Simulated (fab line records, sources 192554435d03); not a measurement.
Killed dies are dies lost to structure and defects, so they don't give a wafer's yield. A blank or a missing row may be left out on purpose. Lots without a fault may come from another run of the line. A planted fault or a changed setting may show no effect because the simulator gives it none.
One fault seen from 3 desks | flow n5_finfet | each desk has only its own numbers; what lay behind them comes last

THE TOOL OWNER'S DESK: plasma_asher-01
The tool's own readings at N5_ZERO_LAYER_STRIP_24 (strips in O2): means of the sampled wafers that have a number, for each lot that ran on this tool. A lot is out of limits, marked OUT, if its mean lies more than 4 standard deviations from the usual mean; the brackets give that distance.
Columns: A = chamber_pressure_mTorr at N5_ZERO_LAYER_STRIP_24, usual 999.9 mTorr; B = drypump_motor_current_A at N5_ZERO_LAYER_STRIP_24, usual 5.8 A; C = heater_power_w at N5_ZERO_LAYER_STRIP_24, usual 327 W; D = oes_product_au at N5_ZERO_LAYER_STRIP_24, usual 0.647 a.u.; E = strip_time_to_endpoint_s at N5_ZERO_LAYER_STRIP_24, usual 43.80 s
lot  | first seen here | A      | B   | C   | D     | E
L336 | day 1 13:46     | 999.4  | 6.1 | 313 | 0.646 | 43.83
L337 | day 1 19:34     | 1000.3 | 5.9 | 320 | 0.644 | 43.85
L343 | day 3 07:17     | 1000.4 | 6.0 | 326 | 0.648 | 43.79
L347 | day 4 06:55     | 1000.6 | 6.2 | 302 | 0.645 | 43.81
L350 | day 5 01:25     | 999.8  | 6.1 | 311 | 0.649 | 43.87
L355 | day 6 06:54     | 999.2  | 6.0 | 316 | 0.645 | 43.71
L356 | day 6 13:05     | 1000.1 | 6.2 | 306 | 0.641 | 43.75
This desk's finding: nothing out of limits on any of the 7 lots.

THE METROLOGY DESK
What the gauges read, lot by lot, whatever tool the lot ran on: means of the sampled wafers that have a number. A lot is out of limits, marked OUT, if its mean lies more than 4 standard deviations from the usual mean; the brackets give that distance. Of its 11 readings 7 are shown: those that lie furthest out on some lot.
Columns: A = DIBL_N at N5_BEOL_M4_RC_MEAS_101, usual 37.1 mV/V; B = DIBL_P at N5_BEOL_M4_RC_MEAS_101, usual 37 mV/V; C = IOFF_N at N5_BEOL_M4_RC_MEAS_101, usual 0.18 nA/um; D = IOFF_P at N5_BEOL_M4_RC_MEAS_101, usual 0.21 nA/um; E = SS_N at N5_BEOL_M4_RC_MEAS_101, usual 72.1 mV/dec; F = SS_P at N5_BEOL_M4_RC_MEAS_101, usual 73.4 mV/dec; G = VT_P at N5_BEOL_M4_RC_MEAS_101, usual -251 mV
lot  | first seen here | A    | B  | C    | D    | E    | F    | G
L336 | day 1 14:26     | 39.0 | 41 | 0.21 | 0.26 | 72.2 | 74.2 | -250
L337 | day 1 20:22     | 36.9 | 37 | 0.16 | 0.23 | 72.1 | 73.1 | -250
L343 | day 3 08:04     | 35.3 | 34 | 0.13 | 0.19 | 71.9 | 72.5 | -251
L345 | day 3 20:25     | 36.9 | 34 | 0.15 | 0.16 | 72.4 | 73.6 | -257
L347 | day 4 07:34     | 36.4 | 37 | 0.20 | 0.22 | 72.0 | 73.8 | -250
L348 | day 4 13:52     | 36.9 | 38 | 0.19 | 0.21 | 72.2 | 73.3 | -252
L349 | day 4 19:50     | 36.0 | 37 | 0.17 | 0.22 | 72.3 | 73.8 | -249
L350 | day 5 02:13     | 38.0 | 39 | 0.19 | 0.24 | 71.8 | 73.6 | -250
L355 | day 6 07:34     | 42.8 | 45 | 0.30 | 0.32 | 73.6 | 75.2 | -246
L356 | day 6 13:52     | 38.7 | 38 | 0.22 | 0.22 | 72.9 | 74.3 | -251
L357 | day 6 19:42     | 35.3 | 36 | 0.17 | 0.18 | 71.8 | 73.2 | -254
This desk's finding: nothing out of limits on any of the 11 lots.

THE DEFECT DESK
What the inspections along the route counted, lot by lot: means of the sampled wafers that have a number. A lot is out of limits, marked OUT, if its mean lies more than 4 standard deviations from the usual mean; the brackets give that distance.
Columns: A = raw_defect_count at N5_ZERO_LAYER_INSPECT_20, usual 36; B = raw_defect_count at N5_PMOS_HMC_CHANNEL_EPI_INSPECT_11, usual 2.1
lot  | first seen here | A  | B
L336 | day 1 14:08     | 25 | 1.7
L337 | day 1 19:56     | 38 | 2.3
L343 | day 3 07:38     | 28 | 2.3
L345 | day 3 20:07     | 34 | 0.5
L347 | day 4 07:16     | 28 | 1.5
L348 | day 4 13:33     | 41 | 2.7
L349 | day 4 19:24     | 27 | 3.3
L350 | day 5 01:47     | 25 | 3.0
L355 | day 6 07:16     | 53 | 2.0
L356 | day 6 13:26     | 39 | 1.7
L357 | day 6 19:23     | 19 | 2.0
This desk's finding: nothing out of limits on any of the 11 lots.

PUT TOGETHER
The tool owner's desk saw nothing out of limits.
The metrology desk saw nothing out of limits.
The defect desk saw nothing out of limits.

WHAT THE SIMULATOR HAD PUT IN
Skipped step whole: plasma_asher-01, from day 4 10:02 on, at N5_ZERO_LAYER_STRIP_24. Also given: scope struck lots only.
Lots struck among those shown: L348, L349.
